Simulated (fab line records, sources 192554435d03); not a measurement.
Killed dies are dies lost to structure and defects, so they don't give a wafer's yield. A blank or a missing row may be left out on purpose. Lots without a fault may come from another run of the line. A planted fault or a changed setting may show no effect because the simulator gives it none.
fab line records | flow n5_finfet | part 1 of 2: steps 1 to 3 of 6
record lots=21 wafers=63 last_day=19
route steps=1938 shown MOL_CONTACT_COAG@578 BEOL_M0_SAQP@633
lots that met no fault: from a run of the same line without faults
start_h: hours from the record's first day to the start of the lot's first wafer shown | wait_h: hours since the lot's step before | " the same as in the row above | L1.1+2: a row that stands for several wafers | - no value, or no start given | * or withheld: withheld | < > ~ a bound
route shown NAME@n: a module of which the file shows steps, and the number in the route of the first | usual: mean/standard deviation of fault-free wafers | same: alike in all rows | chamber/n: place in a boat | sites: the reading at each site | _std_site: their standard deviation | _edge_site: outer sites' mean less inner sites' | radius_mm: how far each site lies from the wafer's centre | mask NAME#n: copy n | behind: the tool/chamber that last shaped the wafer | hold: why the lot was held/for how many hours/how that ended | device: the transistor (n, p or np) that didn't switch | end of line: the same wafers' tests at the end of the route | a step without rows: its recipe alone | killed: dies lost to structure and defects at the first sort, not the wafer's yield | map: a wafer's dies, x killed, . not, _ none there
set.NAME: the setting as run; set.NAME@STEP: as run at that earlier step | model.NAME: the simulator's own value behind a step, which no gauge read
steps of the route over a sample of lots; a table a step, a row a wafer
services: from which hour (start_h, from the record's first day; less than 0 if before it) a tool's chamber was out of use, for how many hours, and why
## steps
# step N5_MOL_CONTACT_COAG_ETCH_90
# recipe chemistry=CF4 target=SiARC target_depth_a=130 mask_material=CAR-EUV time_s=21.7 ion_energy_ev=80 pressure_mtorr=40 source_w=545 bias_w=36 Ar_flow_sccm=100 cf4_flow_sccm=100 ends=cleared
# usual drypump_motor_current_A=5.7/0.54 etch_rf_on_time_s=21.7/0.43 oes_product_au=0.68/0.067 rf_vpp_V=184.1/1.1 showerhead_plenum_p_Torr=2.14/0.072 throttle_valve_pct=15.58/0.22
# columns lot.wafer tool chamber start_h wait_h drypump_motor_current_A etch_rf_on_time_s oes_product_au rf_hours_counter_h rf_vpp_V showerhead_plenum_p_Torr throttle_valve_pct
L074.1 rie_diel-04 1 103.18 0.0 5.7 21.7 0.66 153 184.1 2.06 15.31
L074.3 " 0 " " 4.9 22.0 0.73 69 184.8 2.08 15.55
L074.5 " 3 " " 5.8 21.9 0.61 - 183.0 2.15 15.54
L075.1 rie_diel-03 2 108.15 0.0 5.6 22.0 0.73 48 182.4 2.08 15.61
L075.4 " 1 " " 6.3 21.6 0.71 75 183.6 2.17 15.29
L075.6 " 1 " " 6.3 21.7 0.71 - 185.0 2.17 15.30
L076.2 rie_diel-03 2 114.15 0.0 5.6 22.2 0.74 49 183.3 2.08 15.61
L076.3 " 1 " " 6.2 21.7 0.70 76 185.9 2.17 15.28
L076.6 " 0 " " 5.2 21.6 0.70 - 184.3 2.25 15.62
L078.1 rie_diel-03 1 126.22 0.0 6.3 21.6 0.70 78 185.0 2.17 15.29
L078.3 " 3 " " 5.7 21.4 0.71 73 185.7 2.08 15.32
L078.6 " 0 " " 5.1 21.5 0.70 - 185.0 2.25 15.62
L079.2 rie_diel-03 1 129.44 0.0 6.3 21.6 0.71 79 184.2 2.17 15.30
L079.3 " 2 " " 5.6 22.1 0.73 52 184.1 2.08 15.61
L079.5 " 1 " " 6.2 21.6 0.70 - 184.9 2.17 15.30
L080.1 rie_diel-03 3 134.44 0.0 5.7 21.5 0.72 76 183.0 2.08 15.34
L080.3 " 1 " " 6.2 21.8 0.70 80 184.6 2.17 15.29
L080.4 " 0 " " 5.2 21.8 0.69 88 185.7 2.25 15.62
L081.1 rie_diel-03 2 138.34 0.0 5.6 22.0 0.73 55 182.3 2.08 15.60
L081.4 " 0 " " 5.2 21.4 0.70 90 186.9 2.25 15.62
L081.6 " 0 " " 5.2 21.4 0.69 - 185.2 2.25 15.63
L082.1 rie_diel-06 2 148.21 0.0 5.4 21.2 0.60 231 185.0 2.20 15.84
L082.3 " 1 " " 5.9 20.9 0.81 24 185.6 2.28 15.46
L082.6 " 1 " " 5.9 21.0 0.80 - 184.8 2.28 15.48
L083.1 rie_diel-03 3 154.46 0.0 5.7 21.6 0.70 83 183.2 2.07 15.36
L083.2 " 0 " " 5.2 21.7 0.68 96 184.5 2.24 15.64
L083.3 " 1 " " 6.3 21.6 0.69 88 184.9 2.17 15.32
L084.3 rie_diel-04 2 160.93 0.0 6.8 22.5 0.58 209 184.1 2.12 16.04
L084.4 " 3 " " 5.8 22.2 0.60 181 184.7 2.14 15.56
L084.6 " 2 " " 6.8 22.6 0.58 - 182.5 2.12 16.03
L085.3 rie_diel-04 1 169.03 0.0 5.7 21.7 0.64 173 182.9 2.05 15.37
L085.5 " 3 " " 5.8 22.0 0.60 - 183.6 2.14 15.58
L085.6 " 2 " " 6.8 22.2 0.58 - 184.3 2.12 16.04
L086.1 rie_diel-06 0 172.20 0.0 5.3 21.3 0.80 13 184.4 2.18 15.45
L086.4 " 1 " " 5.9 20.9 0.79 32 185.0 2.28 15.47
L086.5 " 0 " " 5.2 21.3 0.80 - 184.1 2.18 15.45
L087.1 rie_diel-04 1 172.29 0.0 5.7 21.4 0.65 174 182.5 2.05 15.36
L087.4 " 3 " " 5.8 21.9 0.60 185 183.5 2.14 15.57
L087.5 " 1 " " 5.7 21.4 0.66 - 184.9 2.05 15.37
L088.3 rie_diel-04 1 189.51 0.0 5.7 21.3 0.65 179 181.9 2.05 15.38
L088.5 " 1 " " 5.7 21.5 0.65 - 182.8 2.05 15.40
L088.6 " 0 " " 4.9 21.5 0.70 - 185.7 2.07 15.60
L089.2 rie_diel-03 3 191.19 0.0 5.7 21.7 0.69 97 183.7 2.07 15.36
L089.3 " 1 " " 6.3 21.7 0.67 101 185.3 2.16 15.36
L089.5 " 3 " " 5.7 21.7 0.69 - 183.8 2.07 15.38
L090.1 rie_diel-04 1 200.43 0.0 5.7 21.6 0.64 183 182.1 2.05 15.39
L090.3 " 0 " " 4.9 21.9 0.69 100 183.2 2.07 15.62
L090.6 " 3 " " 5.8 21.9 0.60 - 184.9 2.14 15.59
L093.1 rie_diel-06 2 211.70 0.0 5.3 20.9 0.59 251 184.3 2.19 15.87
L093.3 " 3 " " 4.9 20.9 0.79 34 186.0 2.28 15.79
L093.5 " 2 " " 5.3 20.7 0.60 - 185.6 2.19 15.89
L094.3 rie_diel-04 0 223.73 0.0 4.9 21.5 0.68 106 181.8 2.07 15.61
L094.5 " 0 " " 5.0 21.4 0.70 - 184.8 2.07 15.60
L094.6 " 3 " " 5.8 22.0 0.59 - 183.2 2.13 15.60
L095.2 rie_diel-04 2 224.67 0.0 6.8 22.3 0.57 230 184.1 2.11 16.07
L095.4 " 1 " " 5.7 21.6 0.63 190 182.4 2.05 15.42
L095.5 " 1 " " 5.7 21.5 0.63 - 182.5 2.05 15.43
L096.3 rie_diel-04 1 229.08 0.0 5.7 21.8 0.63 192 183.0 2.05 15.40
L096.4 " 2 " " 6.8 22.8 0.56 231 183.5 2.11 16.07
L096.5 " 2 " " 6.8 22.8 0.56 - 183.4 2.11 16.10
L097.1 rie_diel-06 1 235.09 0.0 5.9 21.0 0.76 57 185.0 2.27 15.53
L097.3 " 0 " " 5.3 21.8 0.75 37 184.2 2.17 15.51
L097.4 " 3 " " 5.0 21.0 0.78 45 185.2 2.27 15.78
# step N5_MOL_CONTACT_COAG_ETCH_91
# recipe chemistry=N2/H2 target=SOC target_depth_a=600 overetch_a=210 mask_material=SiARC temp_c=40 time_s=101.2 ion_energy_ev=200 pressure_mtorr=30 source_w=840 bias_w=150 n2_flow_sccm=200 h2_flow_sccm=200
# usual drypump_motor_current_A=5.6/0.49 oes_product_au=0.67/0.059 rf_vpp_V=523.9/2.5 showerhead_plenum_p_Torr=2.54/0.085 throttle_valve_pct=17.70/0.22
# columns lot.wafer tool chamber start_h wait_h drypump_motor_current_A oes_product_au rf_hours_counter_h rf_vpp_V showerhead_plenum_p_Torr throttle_valve_pct
L074.1 rie_diel-06 0 103.48 0.0 5.3 0.57 248 525.0 2.60 18.18
L074.3 " 3 " " 5.0 0.85 1 529.1 2.70 17.70
L074.5 " 0 " " 5.3 0.57 - 527.6 2.60 18.17
L075.1 rie_diel-03 3 108.45 0.0 5.7 0.70 70 522.8 2.47 17.62
L075.4 " 2 " " 5.6 0.73 48 523.0 2.47 17.85
L075.6 " 0 " " 5.2 0.68 - 528.1 2.66 17.72
L076.2 rie_diel-04 2 114.45 0.0 6.7 0.58 199 523.6 2.52 18.22
L076.3 " 1 " " 5.7 0.65 157 521.1 2.44 17.44
L076.6 " 2 " " 6.8 0.59 - 523.0 2.52 18.23
L078.1 rie_diel-04 0 126.51 0.0 5.0 0.70 76 521.2 2.46 17.80
L078.3 " 1 " " 5.7 0.65 160 521.5 2.43 17.42
L078.6 " 0 " " 4.9 0.70 - 522.6 2.46 17.81
L079.2 rie_diel-03 2 129.73 0.0 5.6 0.72 52 523.1 2.47 17.88
L079.3 " 1 " " 6.3 0.69 79 526.0 2.56 17.34
L079.5 " 2 " " 5.6 0.72 - 522.8 2.47 17.85
L080.1 rie_diel-04 1 134.74 0.0 5.7 0.64 163 520.3 2.43 17.44
L080.3 " 2 " " 6.8 0.58 204 523.2 2.52 18.23
L080.4 " 3 " " 5.8 0.61 174 523.8 2.53 17.56
L081.1 rie_diel-06 2 138.77 0.0 5.3 0.58 229 527.1 2.59 17.89
L081.4 " 1 " " 5.9 0.78 22 527.6 2.71 17.65
L081.6 " 0 " " 5.3 0.82 - 525.4 2.60 17.71
L082.1 rie_diel-04 3 148.50 0.0 5.8 0.60 178 523.3 2.52 17.56
L082.3 " 0 " " 5.0 0.69 82 521.0 2.46 17.82
L082.6 " 3 " " 5.8 0.60 - 525.4 2.53 17.55
L083.1 rie_diel-06 2 154.75 0.0 5.4 0.58 233 525.5 2.59 17.87
L083.2 " 3 " " 4.9 0.80 16 528.8 2.69 17.73
L083.3 " 0 " " 5.3 0.80 7 526.1 2.60 17.72
L084.3 rie_diel-04 0 161.54 0.0 4.9 0.69 86 522.0 2.46 17.83
L084.4 " 2 " " 6.8 0.58 209 521.8 2.52 18.24
L084.6 " 1 " " 5.7 0.63 - 520.5 2.43 17.45
L085.3 rie_diel-03 1 170.11 0.0 6.3 0.67 93 524.7 2.55 17.35
L085.5 " 2 " " 5.6 0.71 - 522.9 2.46 17.89
L085.6 " 1 " " 6.3 0.67 - 524.8 2.55 17.35
L086.1 rie_diel-03 1 172.50 0.0 6.3 0.67 94 523.5 2.55 17.35
L086.4 " 3 " " 5.7 0.68 90 521.3 2.46 17.67
L086.5 " 0 " " 5.2 0.66 - 527.9 2.65 17.75
L087.1 rie_diel-04 3 172.67 0.0 5.8 0.59 185 523.8 2.52 17.56
L087.4 " 0 " " 4.9 0.69 90 520.9 2.46 17.85
L087.5 " 0 " " 4.9 0.69 - 522.6 2.46 17.85
L088.3 rie_diel-03 1 189.81 0.0 6.3 0.67 100 524.6 2.55 17.37
L088.5 " 0 " " 5.2 0.66 - 526.9 2.65 17.74
L088.6 " 3 " " 5.7 0.67 - 521.2 2.46 17.67
L089.2 rie_diel-06 1 191.48 0.0 5.9 0.74 39 528.0 2.71 17.66
L089.3 " 2 " " 5.4 0.57 246 525.8 2.58 17.91
L089.5 " 2 " " 5.4 0.58 - 524.8 2.58 17.91
L090.1 rie_diel-03 2 200.79 0.0 5.6 0.69 79 521.5 2.46 17.92
L090.3 " 3 " " 5.7 0.67 101 522.0 2.45 17.69
L090.6 " 1 " " 6.3 0.67 - 525.7 2.55 17.36
L093.1 rie_diel-03 1 212.01 0.0 6.3 0.66 110 522.3 2.55 17.37
L093.3 " 3 " " 5.7 0.67 105 522.6 2.45 17.69
L093.5 " 2 " " 5.6 0.69 - 522.0 2.46 17.94
L094.3 rie_diel-03 1 224.25 0.0 6.3 0.65 114 523.5 2.54 17.39
L094.5 " 2 " " 5.6 0.69 - 521.5 2.45 17.94
L094.6 " 3 " " 5.7 0.67 - 521.8 2.45 17.69
L095.2 rie_diel-03 2 224.97 0.0 5.7 0.69 88 522.6 2.45 17.95
L095.4 " 0 " " 5.2 0.65 123 525.3 2.64 17.78
L095.5 " 0 " " 5.2 0.64 - 527.0 2.64 17.77
L096.3 rie_diel-04 3 229.39 0.0 5.8 0.58 203 524.6 2.51 17.60
L096.4 " 1 " " 5.8 0.61 192 520.1 2.42 17.50
L096.5 " 0 " " 5.0 0.67 - 522.0 2.45 17.86
L097.1 rie_diel-03 2 235.40 0.0 5.6 0.69 92 521.9 2.45 17.95
L097.3 " 1 " " 6.3 0.66 119 524.1 2.54 17.39
L097.4 " 0 " " 5.1 0.64 127 527.4 2.64 17.77
# step N5_MOL_CONTACT_COAG_VIA_ETCH_46
# recipe chemistry=C4F6/O2 target_depth_a=460 overetch_a=92 mask_material=SOC target=SiO2 bias_w=455 pressure_mtorr=10 time_s=40 source_w=325 Ar_flow_sccm=300 C4F6_flow_sccm=10 O2_flow_sccm=10 ion_energy_ev=575.3 ends=end_point
# usual drypump_motor_current_A=5.6/0.48 oes_product_au=0.72/0.063 rf_vpp_V=1590/24 showerhead_plenum_p_Torr=2.85/0.098 throttle_valve_pct=41.0/0.35
# columns lot.wafer tool chamber start_h wait_h drypump_motor_current_A oes_product_au rf_hours_counter_h rf_vpp_V showerhead_plenum_p_Torr throttle_valve_pct
L074.1 rie_diel-06 0 103.60 0.0 5.3 0.61 248 1585 2.89 41.0
L074.3 " 3 " " 4.9 0.90 1 1618 3.05 41.0
L074.5 " 0 " " 5.3 0.62 - 1583 2.89 41.0
L075.1 rie_diel-03 3 108.57 0.0 5.7 0.74 70 1569 2.77 41.3
L075.4 " 2 " " 5.6 0.78 48 1621 2.76 40.6
L075.6 " 0 " " 5.2 0.72 - 1591 2.98 41.2
L076.2 rie_diel-04 2 114.57 0.0 6.8 0.61 199 1586 2.83 41.6
L076.3 " 1 " " 5.7 0.68 157 1568 2.72 40.2
L076.6 " 2 " " 6.8 0.63 - 1587 2.83 41.6
L078.1 rie_diel-04 0 126.64 0.0 5.0 0.74 76 1554 2.78 41.0
L078.3 " 1 " " 5.7 0.67 160 1568 2.71 40.2
L078.6 " 0 " " 5.0 0.76 - 1553 2.78 41.0
L079.2 rie_diel-03 2 129.86 0.0 5.6 0.76 53 1620 2.76 40.6
L079.3 " 1 " " 6.3 0.71 79 1619 2.89 41.1
L079.5 " 2 " " 5.6 0.77 - 1621 2.76 40.6
L080.1 rie_diel-04 1 134.86 0.0 5.7 0.68 163 1566 2.71 40.2
L080.3 " 2 " " 6.8 0.63 204 1587 2.83 41.6
L080.4 " 3 " " 5.8 0.65 174 1562 2.86 40.6
L081.1 rie_diel-06 2 138.89 0.0 5.4 0.62 229 1591 2.91 40.9
L081.4 " 1 " " 5.9 0.83 22 1607 3.02 41.1
L081.6 " 0 " " 5.3 0.88 - 1584 2.88 40.6
L082.1 rie_diel-04 3 148.62 0.0 5.8 0.63 178 1562 2.86 40.6
L082.3 " 0 " " 4.9 0.74 82 1555 2.78 41.0
L082.6 " 3 " " 5.8 0.65 - 1561 2.86 40.6
L083.1 rie_diel-06 2 154.88 0.0 5.4 0.62 233 1592 2.91 40.9
L083.2 " 3 " " 5.0 0.84 16 1617 3.04 41.0
L083.3 " 0 " " 5.3 0.84 7 1583 2.88 40.6
L084.3 rie_diel-04 0 161.67 0.0 4.9 0.74 86 1555 2.78 41.0
L084.4 " 2 " " 6.8 0.62 209 1586 2.82 41.6
L084.6 " 1 " " 5.7 0.68 - 1568 2.71 40.2
L085.3 rie_diel-03 1 170.23 0.0 6.3 0.71 93 1620 2.89 41.1
L085.5 " 2 " " 5.6 0.76 - 1621 2.75 40.7
L085.6 " 1 " " 6.3 0.72 - 1619 2.89 41.1
L086.1 rie_diel-03 1 172.63 0.0 6.3 0.72 94 1617 2.89 41.1
L086.4 " 3 " " 5.7 0.74 90 1569 2.76 41.4
L086.5 " 0 " " 5.2 0.72 - 1590 2.97 41.2
L087.1 rie_diel-04 3 172.79 0.0 5.8 0.63 185 1559 2.85 40.6
L087.4 " 0 " " 4.9 0.74 91 1554 2.77 41.0
L087.5 " 0 " " 5.0 0.74 - 1555 2.78 41.0
L088.3 rie_diel-03 1 189.93 0.0 6.3 0.72 100 1620 2.88 41.1
L088.5 " 0 " " 5.2 0.72 - 1590 2.97 41.2
L088.6 " 3 " " 5.7 0.73 - 1569 2.76 41.4
L089.2 rie_diel-06 1 191.60 0.0 5.9 0.80 39 1606 3.02 41.2
L089.3 " 2 " " 5.4 0.62 246 1590 2.90 41.0
L089.5 " 2 " " 5.4 0.63 - 1592 2.90 41.0
L090.1 rie_diel-03 2 200.92 0.0 5.6 0.74 79 1620 2.74 40.6
L090.3 " 3 " " 5.7 0.71 101 1570 2.75 41.4
L090.6 " 1 " " 6.3 0.70 - 1619 2.88 41.1
L093.1 rie_diel-03 1 212.14 0.0 6.3 0.70 110 1618 2.88 41.1
L093.3 " 3 " " 5.7 0.72 105 1570 2.75 41.4
L093.5 " 2 " " 5.6 0.75 - 1619 2.74 40.7
L094.3 rie_diel-03 1 224.38 0.0 6.3 0.70 114 1619 2.88 41.1
L094.5 " 2 " " 5.6 0.73 - 1621 2.74 40.7
L094.6 " 3 " " 5.7 0.72 - 1569 2.75 41.4
L095.2 rie_diel-03 2 225.09 0.0 5.6 0.73 88 1620 2.74 40.6
L095.4 " 0 " " 5.2 0.69 123 1589 2.96 41.2
L095.5 " 0 " " 5.2 0.69 - 1589 2.96 41.2
L096.3 rie_diel-04 3 229.51 0.0 5.8 0.61 203 1559 2.84 40.6
L096.4 " 1 " " 5.7 0.67 192 1566 2.70 40.2
L096.5 " 0 " " 5.0 0.73 - 1555 2.77 41.0
L097.1 rie_diel-03 2 235.52 0.0 5.6 0.72 92 1621 2.74 40.6
L097.3 " 1 " " 6.3 0.69 119 1617 2.88 41.1
L097.4 " 0 " " 5.1 0.69 127 1589 2.96 41.2
